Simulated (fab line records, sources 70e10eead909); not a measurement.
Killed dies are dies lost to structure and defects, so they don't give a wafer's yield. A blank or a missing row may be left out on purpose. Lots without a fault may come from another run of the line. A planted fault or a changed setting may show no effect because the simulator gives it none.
fab line records | flow nand_harc
record lots=12 wafers=36 last_day=24
route steps=1159 shown P_M0@264 END@1159
lots that met no fault: from a run of the same line without faults
start_h: hours from the record's first day to the start of the lot's first wafer shown | wait_h: hours since the lot's step before | " the same as in the row above | L1.1+2: a row that stands for several wafers | - no value, or no start given | * or withheld: withheld | < > ~ a bound
route shown NAME@n: a module of which the file shows steps, and the number in the route of the first | usual: mean/standard deviation of fault-free wafers | same: alike in all rows | chamber/n: place in a boat | sites: the reading at each site | _std_site: their standard deviation | _edge_site: outer sites' mean less inner sites' | radius_mm: how far each site lies from the wafer's centre | mask NAME#n: copy n | behind: the tool/chamber that last shaped the wafer | hold: why the lot was held/for how many hours/how that ended | device: the transistor (n, p or np) that didn't switch | end of line: the same wafers' tests at the end of the route | a step without rows: its recipe alone | killed: dies lost to structure and defects at the first sort, not the wafer's yield | map: a wafer's dies, x killed, . not, _ none there
set.NAME: the setting as run; set.NAME@STEP: as run at that earlier step | model.NAME: the simulator's own value behind a step, which no gauge read
steps of the route over a sample of lots; a table a step, a row a wafer
services: from which hour (start_h, from the record's first day; less than 0 if before it) a tool's chamber was out of use, for how many hours, and why
## steps
# step NHARC_P_M0_OVL_MEAS_10
# recipe pitch_nm=180
# usual overlay_x_nm=0.1/0.8 overlay_y_nm=-0.2/0.82
# columns lot.wafer tool chamber start_h wait_h overlay_x_nm overlay_y_nm
L229.2 overlay-02 - 116.27 - -0.3 0.4
L229.3 " - " " -0.4 0.1
L229.5 " - " " -0.6 0.2
L230.2 overlay-01 - 130.11 - 0.7 0.3
L230.3 " - " " 0.9 1.3
L230.4 " - " " 0.2 0.9
L232.2 overlay-02 - 132.07 - 2.0 0.4
L232.3 " - " " 1.5 0.5
L232.6 " - " " 1.9 -0.1
L231.1 overlay-01 - 132.27 - -0.3 0.3
L231.3 " - " " -0.4 0.6
L231.6 " - " " -0.5 0.3
L233.1 overlay-01 - 141.89 - 0.2 0.1
L233.3 " - " " 0.5 -0.1
L233.5 " - " " 0.5 -0.6
L234.1 overlay-01 - 154.42 - 1.6 -1.7
L234.5 " - " " 0.9 -1.7
L234.6 " - " " 0.5 -1.9
L235.4 overlay-01 - 159.45 - 0.4 0.8
L235.5 " - " " -0.1 0.9
L235.6 " - " " 0.3 0.1
L236.3 overlay-02 - 159.71 - 0.0 0.0
L236.4 " - " " 0.1 0.5
L236.6 " - " " 0.6 0.3
L239.3 overlay-02 - 169.63 - -2.0 -0.2
L239.4 " - " " -1.7 0.2
L239.6 " - " " -1.6 0.4
L238.1 overlay-02 - 173.47 - -0.4 -1.4
L238.2 " - " " -0.1 -0.7
L238.6 " - " " -0.3 -1.1
L248.1 overlay-01 - 230.47 - 0.1 -1.5
L248.3 " - " " 0.7 -1.3
L248.4 " - " " 0.1 -0.9
L252.1 overlay-01 - 255.19 - -0.1 -0.1
L252.3 " - " " 0.1 0.0
L252.6 " - " " -0.2 0.1
# step NHARC_P_M0_STRIP_18
# recipe power_w=1000 n2_flow_sccm=150 h2_flow_sccm=150 ar_flow_sccm=0 bias_w=0 chemistry=N2/H2
# usual drypump_motor_current_A=5.5/0.43 n2_flow_sccm=150.0/0.46 oes_product_au=1.005/0.015 rf_vpp_V=90.9/0.99 showerhead_plenum_p_Torr=2.07/0.093 throttle_valve_pct=14.171/0.0097
# columns lot.wafer tool chamber start_h wait_h drypump_motor_current_A n2_flow_sccm oes_product_au rf_hours_counter_h rf_vpp_V showerhead_plenum_p_Torr throttle_valve_pct
L229.2 rie_diel-06 3 116.78 0.1 6.4 149.6 0.991 1.9 90.1 2.04 14.170
L229.3 " 0 " " 5.1 150.3 0.995 2.5 90.8 2.19 14.161
L229.5 " 3 " " 6.4 149.7 0.996 - 89.9 2.04 14.190
L230.3 rie_diel-09 0 130.60 0.1 5.2 149.8 1.006 2.5 90.7 1.96 14.185
L230.4 " 1 " " 5.2 150.8 1.020 2.5 91.7 2.14 14.171
L230.2 " 2 " " 5.9 149.7 0.999 2.6 91.6 2.15 14.163
L232.3 rie_diel-09 0 132.59 0.1 5.2 150.0 0.999 2.7 90.2 1.96 14.179
L232.2 " 1 " " 5.2 149.3 1.013 2.6 92.5 2.14 14.176
L232.6 " 2 " " 5.8 150.6 0.998 - 91.3 2.15 14.199
L231.3 rie_diel-06 2 132.79 0.1 5.7 149.4 1.019 3.4 90.3 2.02 14.168
L231.1 " 3 " " 6.4 150.4 0.997 3.4 89.2 2.04 14.182
L231.6 " 2 " " 5.7 150.5 1.023 - 90.4 2.02 14.162
L233.3 rie_diel-09 3 142.37 0.1 5.2 149.4 1.022 3.6 91.9 2.17 14.185
L233.1 " 2 " " 5.9 149.8 1.003 3.4 93.2 2.14 14.177
L233.5 " 3 " " 5.2 150.3 1.020 - 92.4 2.17 14.167
L234.1 rie_diel-06 3 155.01 0.1 6.5 150.9 0.998 4.4 91.2 2.04 14.144
L234.5 " 0 " " 5.1 150.2 0.991 - 91.8 2.19 14.171
L234.6 " 1 " " 4.8 150.8 1.000 - 91.1 2.16 14.161
L235.4 rie_diel-09 0 160.06 0.2 5.2 150.0 1.000 - 89.8 1.96 14.173
L235.5 " 0 " " 5.2 150.4 1.006 - 89.8 1.96 14.154
L235.6 " 1 " " 5.2 150.0 1.026 - 90.7 2.14 14.156
L236.3 rie_diel-08 0 160.24 0.1 5.2 150.2 0.994 2.7 91.9 2.15 14.170
L236.4 " 2 " " 5.8 149.3 0.983 2.5 90.8 1.90 14.176
L236.6 " 1 " " 5.9 149.7 1.006 - 90.4 1.99 14.185
L239.4 rie_diel-08 2 170.10 0.1 5.8 149.6 0.984 3.2 89.6 1.90 14.166
L239.3 " 3 " " 5.3 149.7 1.033 3.2 91.5 2.09 14.167
L239.6 " 2 " " 5.8 150.2 0.989 - 89.1 1.90 14.184
L238.1 rie_diel-09 2 173.98 0.1 5.9 150.7 1.000 5.0 92.0 2.14 14.168
L238.2 " 0 " " 5.2 149.6 0.993 5.9 91.7 1.96 14.157
L238.6 " 1 " " 5.2 149.9 1.025 - 92.5 2.14 14.171
L248.3 rie_diel-08 2 231.11 0.1 5.8 149.6 0.966 6.3 89.9 1.90 14.181
L248.1 " 3 " " 5.3 150.2 1.015 6.5 90.6 2.09 14.197
L248.4 " 1 " " 5.9 149.1 1.017 - 89.5 1.98 14.178
L252.3 rie_diel-06 1 255.66 0.1 4.8 150.7 1.019 0.3 91.2 2.16 14.181
L252.1 " 3 " " 6.5 149.5 0.999 0.1 92.5 2.04 14.177
L252.6 " 2 " " 5.7 149.4 1.018 - 89.9 2.02 14.179
# step NHARC_P_M0_PVD_20
# recipe target_thk_a=50 bias_v=168.6 power_w=15000 chamber_pressure_pa=0.12 time_s=8.06 substrate_temp_c=50 material=TaN
# usual throttle_valve_pct=30.2/1.1 time_s=8.06/0
# columns lot.wafer tool chamber start_h wait_h throttle_valve_pct time_s
L229.3 pvd_sputter-03 - 117.44 - 32.1 8.06
L229.2 " - " " 32.0 8.06
L229.5 " - " " 32.0 8.06
L230.4 pvd_sputter-01 - 131.23 - 29.4 8.06
L230.3 " - " " 29.4 8.06
L230.2 " - " " 30.2 8.06
L232.3 pvd_sputter-02 - 133.26 - 29.6 8.06
L232.2 " - " " 29.0 8.06
L232.6 " - " " 30.9 8.06
L231.1 pvd_sputter-03 - 133.44 - 28.7 8.06
L231.3 " - " " 32.2 8.06
L231.6 " - " " 28.6 8.06
L233.3 pvd_sputter-02 - 143.03 - 30.7 8.06
L233.1 " - " " 29.3 8.06
L233.5 " - " " 30.6 8.06
L234.1 pvd_sputter-02 - 155.59 - 28.7 8.06
L234.6 " - " " 28.9 8.06
L234.5 " - " " 30.6 8.06
L235.4 pvd_sputter-03 - 160.82 - 32.1 8.06
L235.6 " - " " 31.3 8.06
L235.5 " - " " 31.9 8.06
L236.3 pvd_sputter-02 - 160.97 - 29.0 8.06
L236.4 " - " " 30.6 8.06
L236.6 " - " " 31.0 8.06
L239.4 pvd_sputter-01 - 170.80 - 29.8 8.06
L239.3 " - " " 28.9 8.06
L239.6 " - " " 30.5 8.06
L238.1 pvd_sputter-03 - 174.66 - 31.4 8.06
L238.2 " - " " 28.9 8.06
L238.6 " - " " 31.5 8.06
L248.1 pvd_sputter-01 - 231.79 - 30.0 8.06
L248.4 " - " " 29.1 8.3616
L248.3 " - " " 30.4 8.3616
L252.1 pvd_sputter-02 - 256.32 - 30.1 8.06
L252.3 " - " " 30.8 8.06
L252.6 " - " " 29.1 8.06
# step NHARC_P_M0_ANNEAL_30
# recipe temp_c=225 time_s=90
# usual wafer_temp_C_max=226.1/0.37
# columns lot.wafer tool chamber start_h wait_h wafer_temp_C_max
L229.2 rtp_anneal-01 0 118.14 - 226.8
L229.3 " 0 " " 226.3
L229.5 " 0 " " 226.1
L230.2 rtp_anneal-01 0 131.91 0.3 226.3
L230.3 " 0 " " 226.8
L230.4 " 0 " " 226.1
L232.2 rtp_anneal-02 0 133.94 0.4 226.1
L232.3 " 0 " " 226.0
L232.6 " 0 " " 226.0
L231.1 rtp_anneal-01 0 134.07 0.3 226.2
L231.3 " 0 " " 226.2
L231.6 " 0 " " 226.0
L233.1 rtp_anneal-01 0 143.66 0.3 226.3
L233.3 " 0 " " 225.9
L233.5 " 0 " " 226.2
L234.1 rtp_anneal-01 0 156.21 - 226.1
L234.5 " 0 " " 226.1
L234.6 " 0 " " 226.3
L235.4 rtp_anneal-01 0 161.57 0.3 226.3
L235.5 " 0 " " 226.3
L235.6 " 0 " " 226.6
L236.3 rtp_anneal-01 0 161.83 0.4 226.3
L236.4 " 0 " " 226.0
L236.6 " 0 " " 225.8
L239.3 rtp_anneal-01 0 171.49 - 226.5
L239.4 " 0 " " 226.3
L239.6 " 0 " " 226.7
L238.1 rtp_anneal-01 0 175.27 0.3 226.4
L238.2 " 0 " " 226.0
L238.6 " 0 " " 226.3
L248.1 rtp_anneal-02 0 232.52 0.3 225.8
L248.3 " 0 " " 226.0
L248.4 " 0 " " 225.7
L252.1 rtp_anneal-01 0 256.94 - 227.0
L252.3 " 0 " " 226.7
L252.6 " 0 " " 226.8
# step NHARC_END_SORT_01
# recipe temp_c=25
# usual defect_limited_yield=95.5/1.4 killed_at_array=26/9.7 killed_at_other=1.0/1.2 killed_at_periphery=3.9/2.6 killed_dies=31/9.7 killed_open=3.2/1.8 killed_short=2.0/1.3 sort_bin_2_pct=1.4/0.6 sort_bin_3_pct=0.23/0.2 sort_bin_4_pct=2.9/0.97 sort_n_pass=646/9.7 sort_rim_yield_pct=95.7/2.6 sort_yield_pct=95.5/1.4
# same gross_dies=677 sort_bin_5_pct[%]=0 sort_bin_6_pct[%]=0 sort_bin_7_pct[%]=0 sort_bin_8_pct[%]=0 sort_rim_n_gross=106.00
# columns lot.wafer tool chamber start_h wait_h defect_limited_yield[%] killed_at_array killed_at_other killed_at_periphery killed_dies killed_open killed_short sort_bin_2_pct[%] sort_bin_3_pct[%] sort_bin_4_pct[%] sort_n_pass sort_rim_yield_pct[%] sort_yield_pct[%]
L232.2 prober-02 0 445.86 2.8 97.5 9 1 7 17 2 1 1.0 0 1.5 660 99.1 97.5
L232.3 prober-02 0 446.66 3.1 96.5 16 1 7 24 5 3 1.2 0.44 1.9 653 96.2 96.5
L232.6 prober-02 0 449.04 4.0 97.2 12 0 7 19 4 1 1.0 0.15 1.6 658 99.1 97.2
L229.2 prober-01 0 445.89 2.8 95.9 23 3 2 28 3 2 1.2 0.44 2.5 649 99.1 95.9
L229.3 prober-01 0 446.69 3.1 95.1 29 2 2 33 5 3 1.2 0.15 3.5 644 94.3 95.1
L229.5 prober-01 0 448.30 3.7 96.0 23 2 2 27 6 0 1.3 0.44 2.2 650 95.3 96.0
L231.1 prober-02 0 452.79 2.5 96.2 21 1 4 26 2 2 1.3 0 2.5 651 99.1 96.2
L231.3 prober-02 0 454.40 3.1 95.6 26 2 2 30 4 1 1.5 0.30 2.7 647 92.5 95.6
L231.6 prober-02 0 456.81 4.0 95.6 26 1 3 30 2 3 1.8 0.15 2.5 647 99.1 95.6
L230.2 prober-01 0 453.71 2.8 96.9 17 2 2 21 1 1 0.4 0 2.7 656 95.3 96.9
L230.3 prober-01 0 454.52 3.1 96.0 23 1 3 27 2 3 1.3 0.44 2.2 650 93.4 96.0
L230.4 prober-01 0 455.33 3.4 96.2 23 2 1 26 3 2 0.6 0.30 3.0 651 99.1 96.2
L233.1 prober-02 0 460.62 2.5 95.7 23 0 6 29 3 1 2.1 0.30 1.9 648 94.3 95.7
L233.3 prober-02 0 462.23 3.1 96.9 14 0 7 21 4 2 0.9 0.15 2.1 656 98.1 96.9
L233.5 prober-02 0 463.85 3.7 95.7 28 0 1 29 6 1 1.0 0.15 3.1 648 94.3 95.7
L234.1 prober-01 0 477.79 2.5 94.7 30 3 3 36 4 1 1.9 0 3.4 641 95.3 94.7
L234.5 prober-01 0 481.02 3.7 93.6 41 0 2 43 6 2 1.5 0.15 4.7 634 96.2 93.6
L234.6 prober-01 0 481.82 4.0 94.1 33 1 6 40 2 2 1.9 0 4.0 637 96.2 94.1
L239.3 prober-02 0 485.90 3.1 95.1 31 0 2 33 5 2 1.6 0.15 3.1 644 99.1 95.1
L239.4 prober-02 0 486.71 3.4 95.1 30 0 3 33 3 2 1.6 0.44 2.8 644 93.4 95.1
L239.6 prober-02 0 488.34 4.1 94.5 28 1 8 37 4 2 1.2 0.59 3.7 640 93.4 94.5
L235.4 prober-01 0 490.92 3.4 96.5 19 1 4 24 7 4 1.2 0 2.4 653 99.1 96.5
L235.5 prober-01 0 491.71 3.7 97.6 14 0 2 16 0 3 0.7 0 1.6 661 99.1 97.6
L235.6 prober-01 0 492.51 4.0 97.8 11 0 4 15 3 2 1.0 0 1.2 662 99.1 97.8
L238.1 prober-01 0 496.32 2.5 96.0 21 2 4 27 7 2 1.6 0 2.4 650 94.3 96.0
L238.2 prober-01 0 497.11 2.8 95.0 33 1 0 34 4 2 1.5 0 3.5 643 95.3 95.0
L238.6 prober-01 0 500.30 4.0 96.2 22 2 2 26 1 0 0.9 0 3.0 651 95.3 96.2
L236.3 prober-02 0 501.45 3.1 97.9 13 0 1 14 1 1 0.6 0 1.5 663 96.2 97.9
L236.4 prober-02 0 502.25 3.4 97.8 12 0 3 15 2 2 0.6 0 1.6 662 100.0 97.8
L236.6 prober-02 0 503.84 4.0 97.9 13 0 1 14 4 3 0.6 0.30 1.2 663 96.2 97.9
L248.1 prober-01 0 557.66 2.5 95.1 33 0 0 33 1 0 1.5 0.15 3.2 644 92.5 95.1
L248.3 prober-01 0 559.27 3.1 93.6 41 1 1 43 4 3 2.4 0 4.0 634 93.4 93.6
L248.4 prober-01 0 560.07 3.4 92.6 47 3 0 50 2 1 2.1 0.15 5.2 627 95.3 92.6
L252.1 prober-02 0 579.55 2.5 96.2 23 0 3 26 3 2 1.5 0.15 2.2 651 93.4 96.2
L252.3 prober-02 0 581.13 3.1 94.5 33 0 4 37 6 2 1.2 0.59 3.7 640 96.2 94.5
L252.6 prober-02 0 583.49 3.9 93.1 43 0 4 47 8 2 1.5 0.44 5.0 630 95.3 93.1
# killed by level:class
L232.2 P_ZERO_WELL:chamber_film_flake=3 A_CHANNEL_HOLE_D1:chamber_film_flake=3 A_CONTACT:chamber_film_flake=3 A_WL_FILL:chamber_film_flake=2 P_CONTACT:geometric_particle:short=1 P_M1:geometric_particle:open=1 P_BONDPAD:geometric_particle:open=1 P_CONTACT:chamber_film_flake=1
L229.2 A_CHANNEL_HOLE_D1:chamber_film_flake=11 A_STAIRCASE:chamber_film_flake=3 A_ONON_D1:geometric_particle:short=2 A_WL_FILL:chamber_film_flake=2 THIN_TSV:chamber_film_flake=2 A_SOURCE_PLATE:geometric_particle:open=1 A_M0:geometric_particle:open=1 P_M0:unspecified:open=1
L232.3 P_CONTACT:chamber_film_flake=4 A_STAIRCASE:chamber_film_flake=4 A_ZERO_WELL:chamber_film_flake=3 A_CHANNEL_HOLE_D1:chamber_film_flake=2 A_CONTACT:chamber_film_flake=2 P_M0:geometric_particle:open=1 P_M2:geometric_particle:open=1 A_ONON_D1:geometric_particle:open=1
L229.3 A_CHANNEL_HOLE_D1:chamber_film_flake=14 A_STAIRCASE:chamber_film_flake=3 A_WL_FILL:chamber_film_flake=2 A_CONTACT:chamber_film_flake=2 THIN_TSV:chamber_film_flake=2 P_STI:geometric_particle:open=1 A_ONON_D1:geometric_particle:short=1 A_ONON_D1:geometric_particle:open=1
L229.5 A_CHANNEL_HOLE_D1:chamber_film_flake=12 A_CONTACT:geometric_particle:open=3 A_WL_FILL:chamber_film_flake=3 A_CHANNEL_FILL_D1:geometric_particle:open=2 THIN_TSV:chamber_film_flake=2 A_M0:geometric_particle:open=1 P_GATE:chamber_film_flake=1 P_BONDPAD:chamber_film_flake=1
L232.6 A_STAIRCASE:chamber_film_flake=7 P_ZERO_WELL:chamber_film_flake=2 P_CONTACT:chamber_film_flake=2 P_CONTACT:geometric_particle:open=1 P_M0:geometric_particle:open=1 P_M1:geometric_particle:open=1 A_SGD_CUT:geometric_particle:open=1 A_WL_FILL:geometric_particle:short=1
L231.1 A_CHANNEL_HOLE_D1:chamber_film_flake=13 A_CONTACT:chamber_film_flake=3 A_STAIRCASE:chamber_film_flake=2 P_GATE:geometric_particle:open=1 P_M0:geometric_particle:open=1 A_CHANNEL_FILL_D1:geometric_particle:short=1 P_STI:chamber_film_flake=1 P_CONTACT:chamber_film_flake=1
L230.2 A_CHANNEL_HOLE_D1:chamber_film_flake=11 A_STAIRCASE:chamber_film_flake=3 THIN_TSV:chamber_film_flake=2 P_M0:geometric_particle:short=1 A_ONON_D1:geometric_particle:open=1 P_GATE:chamber_film_flake=1 A_CHANNEL_FILL_D1:chamber_film_flake=1 A_SLIT:chamber_film_flake=1
L231.3 A_CHANNEL_HOLE_D1:chamber_film_flake=14 A_CONTACT:chamber_film_flake=5 THIN_TSV:chamber_film_flake=2 P_BONDPAD:geometric_particle:open=1 A_ONON_D1:geometric_particle:open=1 A_CHANNEL_HOLE_D1:geometric_particle:open=1 A_CHANNEL_HOLE_D1:geometric_particle:short=1 A_CONTACT:geometric_particle:open=1
L230.3 A_CHANNEL_HOLE_D1:chamber_film_flake=12 A_WL_FILL:geometric_particle:short=2 A_ZERO_WELL:chamber_film_flake=2 A_STAIRCASE:chamber_film_flake=2 A_SLIT:chamber_film_flake=2 P_M0:geometric_particle:open=1 A_CHANNEL_FILL_D1:geometric_particle:short=1 A_WL_FILL:geometric_particle:open=1
L230.4 A_CHANNEL_HOLE_D1:chamber_film_flake=11 A_STAIRCASE:chamber_film_flake=4 A_CONTACT:geometric_particle:open=2 THIN_TSV:chamber_film_flake=2 P_M0:geometric_particle:short=1 A_CHANNEL_FILL_D1:geometric_particle:short=1 A_M0:geometric_particle:open=1 A_CHANNEL_FILL_D1:chamber_film_flake=1
L231.6 A_CHANNEL_HOLE_D1:chamber_film_flake=13 A_STAIRCASE:chamber_film_flake=4 A_CONTACT:chamber_film_flake=2 P_CONTACT:geometric_particle:open=1 A_SOURCE_PLATE:geometric_particle:short=1 A_CHANNEL_FILL_D1:geometric_particle:short=1 A_WL_FILL:geometric_particle:short=1 A_CONTACT:geometric_particle:open=1
L233.1 A_CHANNEL_HOLE_D1:chamber_film_flake=10 A_SLIT:chamber_film_flake=5 P_ZERO_WELL:chamber_film_flake=3 A_CHANNEL_FILL_D1:chamber_film_flake=3 P_GATE:geometric_particle:open=1 P_CONTACT:geometric_particle:open=1 A_WL_FILL:geometric_particle:short=1 A_CONTACT:geometric_particle:open=1
L233.3 A_CHANNEL_HOLE_D1:chamber_film_flake=4 A_SLIT:chamber_film_flake=3 A_CONTACT:geometric_particle:open=2 P_ZERO_WELL:chamber_film_flake=2 P_GATE:chamber_film_flake=2 P_M0:geometric_particle:open=1 A_SGD_CUT:geometric_particle:open=1 A_WL_FILL:geometric_particle:short=1
L233.5 A_CHANNEL_HOLE_D1:chamber_film_flake=10 A_SLIT:chamber_film_flake=4 A_CHANNEL_FILL_D1:chamber_film_flake=3 A_ONON_D1:geometric_particle:open=2 A_STAIRCASE:chamber_film_flake=2 A_M1:chamber_film_flake=2 P_CONTACT:geometric_particle:open=1 A_ONON_D1:geometric_particle:short=1
L234.1 A_CHANNEL_HOLE_D1:chamber_film_flake=12 A_SLIT:chamber_film_flake=10 THIN_TSV:chamber_film_flake=3 A_ONON_D1:geometric_particle:open=2 A_M0:geometric_particle:open=2 P_ZERO_WELL:chamber_film_flake=2 A_CONTACT:chamber_film_flake=2 A_CONTACT:geometric_particle:short=1
L234.5 A_CHANNEL_HOLE_D1:chamber_film_flake=23 A_SLIT:chamber_film_flake=7 A_CONTACT:chamber_film_flake=4 A_ONON_D1:geometric_particle:open=2 A_M0:geometric_particle:open=2 P_STI:geometric_particle:short=1 A_SOURCE_PLATE:geometric_particle:short=1 A_CHANNEL_HOLE_D1:geometric_particle:open=1
L234.6 A_CHANNEL_HOLE_D1:chamber_film_flake=11 A_STAIRCASE:chamber_film_flake=8 A_SLIT:chamber_film_flake=6 A_CHANNEL_FILL_D1:chamber_film_flake=3 P_ZERO_WELL:chamber_film_flake=2 A_ZERO_WELL:chamber_film_flake=2 P_STI:geometric_particle:short=1 P_CONTACT:geometric_particle:open=1
L239.3 A_CHANNEL_HOLE_D1:chamber_film_flake=16 A_CONTACT:chamber_film_flake=4 A_CHANNEL_FILL_D1:geometric_particle:open=2 P_M1:chamber_film_flake=2 A_STAIRCASE:chamber_film_flake=2 A_SOURCE_PLATE:geometric_particle:open=1 A_SOURCE_PLATE:geometric_particle:short=1 A_CONTACT:geometric_particle:short=1
L239.4 A_CHANNEL_HOLE_D1:chamber_film_flake=14 A_CONTACT:chamber_film_flake=8 P_M1:chamber_film_flake=3 A_CONTACT:geometric_particle:open=2 A_STAIRCASE:chamber_film_flake=2 A_CHANNEL_FILL_D1:geometric_particle:short=1 A_SGD_CUT:geometric_particle:open=1 A_WL_FILL:geometric_particle:short=1
L239.6 A_CHANNEL_HOLE_D1:chamber_film_flake=16 P_M1:chamber_film_flake=6 A_CONTACT:chamber_film_flake=4 A_M0:geometric_particle:open=2 A_WL_FILL:chamber_film_flake=2 P_GATE:geometric_particle:open=1 A_ONON_D1:geometric_particle:short=1 A_CHANNEL_HOLE_D1:geometric_particle:short=1
L235.4 A_CONTACT:chamber_film_flake=4 A_WL_FILL:geometric_particle:open=3 P_M1:chamber_film_flake=3 A_CHANNEL_HOLE_D1:chamber_film_flake=3 A_CHANNEL_HOLE_D1:geometric_particle:short=2 A_ZERO_WELL:chamber_film_flake=2 P_M1:geometric_particle:open=1 A_CHANNEL_HOLE_D1:geometric_particle:open=1
L235.5 A_CONTACT:chamber_film_flake=6 A_CHANNEL_HOLE_D1:chamber_film_flake=4 P_M1:chamber_film_flake=2 A_SOURCE_PLATE:geometric_particle:short=1 A_CHANNEL_FILL_D1:geometric_particle:short=1 A_WL_FILL:geometric_particle:short=1 A_STAIRCASE:chamber_film_flake=1
L235.6 A_CONTACT:chamber_film_flake=3 P_STI:chamber_film_flake=2 P_M1:chamber_film_flake=2 A_CHANNEL_HOLE_D1:geometric_particle:short=1 A_CHANNEL_FILL_D1:geometric_particle:open=1 A_WL_FILL:geometric_particle:short=1 A_CONTACT:geometric_particle:open=1 A_BLC:geometric_particle:open=1
L238.1 A_SLIT:chamber_film_flake=6 A_CONTACT:chamber_film_flake=5 P_CONTACT:geometric_particle:open=2 A_CHANNEL_HOLE_D1:chamber_film_flake=2 A_STAIRCASE:chamber_film_flake=2 THIN_TSV:chamber_film_flake=2 P_GATE:geometric_particle:open=1 A_SOURCE_PLATE:geometric_particle:open=1
L238.2 A_SLIT:chamber_film_flake=18 A_CHANNEL_HOLE_D1:chamber_film_flake=3 A_CONTACT:chamber_film_flake=3 A_STAIRCASE:chamber_film_flake=2 A_ONON_D1:geometric_particle:open=1 A_CHANNEL_FILL_D1:geometric_particle:open=1 A_CHANNEL_FILL_D1:geometric_particle:short=1 A_WL_FILL:geometric_particle:open=1
L238.6 A_SLIT:chamber_film_flake=10 A_STAIRCASE:chamber_film_flake=4 A_WL_FILL:chamber_film_flake=4 A_CHANNEL_HOLE_D1:chamber_film_flake=2 THIN_TSV:chamber_film_flake=2 A_SOURCE_PLATE:geometric_particle:open=1 P_ZERO_WELL:chamber_film_flake=1 P_GATE:chamber_film_flake=1
L236.3 A_CONTACT:chamber_film_flake=7 A_CHANNEL_HOLE_D1:chamber_film_flake=2 A_CHANNEL_FILL_D1:geometric_particle:short=1 A_BLC:geometric_particle:open=1 P_ZERO_WELL:chamber_film_flake=1 A_CHANNEL_FILL_D1:chamber_film_flake=1 A_STAIRCASE:chamber_film_flake=1
L236.4 A_CHANNEL_FILL_D1:chamber_film_flake=2 A_STAIRCASE:chamber_film_flake=2 A_CONTACT:chamber_film_flake=2 P_M0:geometric_particle:short=1 A_SOURCE_PLATE:geometric_particle:open=1 A_CONTACT:geometric_particle:open=1 A_CONTACT:geometric_particle:short=1 P_ZERO_WELL:chamber_film_flake=1
L236.6 A_CHANNEL_HOLE_D1:chamber_film_flake=4 A_CONTACT:geometric_particle:open=2 A_CONTACT:chamber_film_flake=2 P_M1:geometric_particle:open=1 A_ONON_D1:geometric_particle:short=1 A_CHANNEL_HOLE_D1:geometric_particle:short=1 A_BLC:geometric_particle:open=1 A_M0:geometric_particle:short=1
L248.1 A_SLIT:chamber_film_flake=14 A_CONTACT:chamber_film_flake=6 A_SGD_CUT:chamber_film_flake=3 A_CHANNEL_HOLE_D1:chamber_film_flake=2 A_STAIRCASE:chamber_film_flake=2 A_BLC:chamber_film_flake=2 A_M1:chamber_film_flake=2 A_SGD_CUT:geometric_particle:open=1
L248.3 A_SLIT:chamber_film_flake=9 A_BLC:chamber_film_flake=6 A_SGD_CUT:chamber_film_flake=5 A_CONTACT:chamber_film_flake=5 A_CHANNEL_HOLE_D1:chamber_film_flake=3 A_STAIRCASE:chamber_film_flake=3 A_M1:chamber_film_flake=3 A_CONTACT:geometric_particle:open=2
L248.4 A_SLIT:chamber_film_flake=16 A_BLC:chamber_film_flake=8 A_CHANNEL_HOLE_D1:chamber_film_flake=7 A_CONTACT:chamber_film_flake=7 A_M1:chamber_film_flake=4 A_SGD_CUT:chamber_film_flake=2 THIN_TSV:chamber_film_flake=2 A_CONTACT:geometric_particle:short=1
L252.1 A_SLIT:chamber_film_flake=14 A_WL_FILL:chamber_film_flake=3 P_CONTACT:geometric_particle:short=1 P_M1:geometric_particle:open=1 A_ONON_D1:geometric_particle:short=1 A_CHANNEL_FILL_D1:geometric_particle:open=1 A_BLC:geometric_particle:open=1 P_M0:chamber_film_flake=1
L252.3 A_SLIT:chamber_film_flake=21 A_CHANNEL_HOLE_D1:chamber_film_flake=5 A_CHANNEL_FILL_D1:geometric_particle:open=2 P_STI:geometric_particle:short=1 P_GATE:geometric_particle:open=1 P_CONTACT:geometric_particle:open=1 P_M0:geometric_particle:open=1 A_SOURCE_PLATE:geometric_particle:short=1
L252.6 A_SLIT:chamber_film_flake=24 A_CHANNEL_HOLE_D1:chamber_film_flake=7 A_WL_FILL:chamber_film_flake=3 P_M0:geometric_particle:open=2 A_SGD_CUT:geometric_particle:open=2 A_M0:geometric_particle:open=2 A_CONTACT:chamber_film_flake=2 P_M2:geometric_particle:short=1
## services
# columns tool chamber start_h hours kind
pvd_sputter-01 - 92.78 1.2 repair
pvd_sputter-03 - 102.00 10.0 pm
pvd_sputter-01 - 110.22 2.5 repair
rie_diel-09 0 110.81 - clean
rie_diel-09 1 110.81 - clean
rie_diel-09 2 110.81 - clean
rie_diel-09 3 110.81 - clean
rie_diel-09 1 111.70 5.0 repair
rie_diel-08 - 124.80 9.0 pm
rie_diel-06 3 133.53 4.0 repair
rie_diel-06 - 140.95 1.6 repair
rie_diel-09 2 153.55 8.5 repair
rie_diel-09 - 155.86 0.8 repair
rie_diel-06 3 156.13 8.8 repair
pvd_sputter-01 - 158.03 10.0 pm
rie_diel-09 3 158.89 35.7 repair
rie_diel-09 1 185.50 4.7 repair
rie_diel-08 0 196.00 45.2 repair
rie_diel-06 2 211.51 33.8 repair
pvd_sputter-02 - 214.04 10.0 pm
rie_diel-06 1 228.49 3.2 repair
rie_diel-06 - 241.20 9.0 pm
pvd_sputter-03 - 246.26 15.1 repair
rie_diel-09 - 254.31 9.0 pm
## key
first_sign step=NHARC_P_M0_PVD_20 reading=time_s direction=up sigmas=99+ usual=* struck=*
effect none on later readings
met_at NHARC_P_M0_PVD_20
struck_lots L248
struck_wafers L248.3,L248.4
not_acting_at NHARC_P_M0_OVL_MEAS_10,NHARC_P_M0_STRIP_18,NHARC_P_M0_ANNEAL_30
onset_between 170.80 231.79
fault kind=process_parameter_drift tool=pvd_sputter-01 chamber=- onset_h=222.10 steps=NHARC_P_M0_PVD_20 channel=time_s offset=* shape=step end_h=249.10 scope=struck_wafers_only acts_in=* stated=*
